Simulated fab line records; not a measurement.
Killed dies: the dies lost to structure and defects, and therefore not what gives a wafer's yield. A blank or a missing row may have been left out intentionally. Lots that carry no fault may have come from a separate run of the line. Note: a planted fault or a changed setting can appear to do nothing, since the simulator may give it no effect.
Which tool did it?	flow n5_finfet	8 lots, 24 wafers sampled, at 4 steps of a route of 1938

== WHAT THE GAUGES SHOWED, per wafer ==
N5_FIN_CUT_INSPECT_17: inspects for defects (brightfield).
lot	measured	on	raw_defect_count
L436	day 2 03:32	defect_inspect-01	240 243 197
L439	day 2 22:09	defect_inspect-01	191 335 284
L443	day 3 21:16	defect_inspect-02	244 225 332
L445	day 4 11:33	defect_inspect-02	274 276 270
L449	day 5 09:50	defect_inspect-01	194 179 180
L454	day 6 15:49	defect_inspect-01	738 714 751
L457	day 7 10:08	defect_inspect-01	750 822 867
L459	day 7 21:48	defect_inspect-01	271 222 342

== EACH LOT AND THE TOOL THAT RAN IT (in order: tool; ch and the chambers of the sampled wafers; start) ==
lot	N5_FIN_SAQP_STRIP_77	N5_FIN_CUT_CUT_ETCH_27	N5_FIN_CUT_CUT_ETCH_28
L436	rie_diel-03 ch 0,1,3, day 2 01:28	rie_diel-02 ch 0,1, day 2 03:05	rie_si-04 ch 0,1,2, day 2 03:17
L439	rie_diel-03 ch 0,1,3, day 2 20:16	rie_diel-02 ch 0,1, day 2 21:43	rie_si-04 ch 1,2,3, day 2 21:55
L443	rie_diel-01 ch 1,2, day 3 19:21	rie_diel-02 ch 0,1,3, day 3 20:50	rie_si-04 ch 1,3, day 3 21:02
L445	rie_diel-01 ch 0,1,2, day 4 09:21	rie_diel-04 ch 0,2,3, day 4 10:50	rie_si-04 ch 0,1,3, day 4 11:02
L449	rie_diel-06 ch 1,2,3, day 5 07:37	rie_diel-02 ch 0,1, day 5 09:19	rie_si-05 ch 0,2,3, day 5 09:31
L454	rie_diel-06 ch 1,3, day 6 13:50	rie_diel-04 ch 1,2,3, day 6 15:19	rie_si-04 ch 0,1,3, day 6 15:31
L457	rie_diel-06 ch 0,2,3, day 7 08:20	rie_diel-02 ch 2,3, day 7 09:41	rie_si-04 ch 0,1, day 7 09:53
L459	rie_diel-06 ch 0,3, day 7 19:35	rie_diel-05 ch 0,2,3, day 7 21:05	rie_si-06 ch 0,1,3, day 7 21:17
- N5_FIN_SAQP_STRIP_77: strips in N2/H2, time 90 s.
- N5_FIN_CUT_CUT_ETCH_27: etches SiO2 in CHF3/O2, target depth 4 nm, overetch 2 nm, time 4.9 s.
- N5_FIN_CUT_CUT_ETCH_28: etches Si in HBr/Cl2/O2, target depth 6 nm, time 2.4 s.

== THE ANSWER, worked out from the rows above alone ==
Rule: the lots themselves supply what counts as usual. The widest of any qualifying gaps counts: lots, ordered by their means at a reading, are off when they make up no more than a third of the lots, leave a main group of 4 or more, and stand apart from it by 3 or more times the standard deviation of that group's means. If all means in a main group match to the digits the tables above print for the reading, that group is not used. Also off: a lot with no number at a reading for which 4 or more lots have one. All remaining lots with rows at the step are treated as sound.
Off: L454, L457 (N5_FIN_CUT_INSPECT_17, raw_defect_count). Main group: mean 250, sd 34.
If a tool, at a process step before that reading, ran all the lots that are off and no sound lot after the first of them, it fits. Gauges at N5_FIN_CUT_INSPECT_17: tried the same way as those tools. One fits: N5_FIN_CUT_CUT_ETCH_28 on rie_si-04. A fault onset in the window from L445 (day 4 11:02, its last sound lot) to L454 (day 6 15:31, its first lot off) fits.

== WHAT THE SIMULATOR PUT IN ==
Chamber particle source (rie_si-04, N5_FIN_CUT_CUT_ETCH_28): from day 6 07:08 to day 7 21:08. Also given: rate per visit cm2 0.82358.
Shown lots that were struck: L454, L457. The same result came from the rule above.
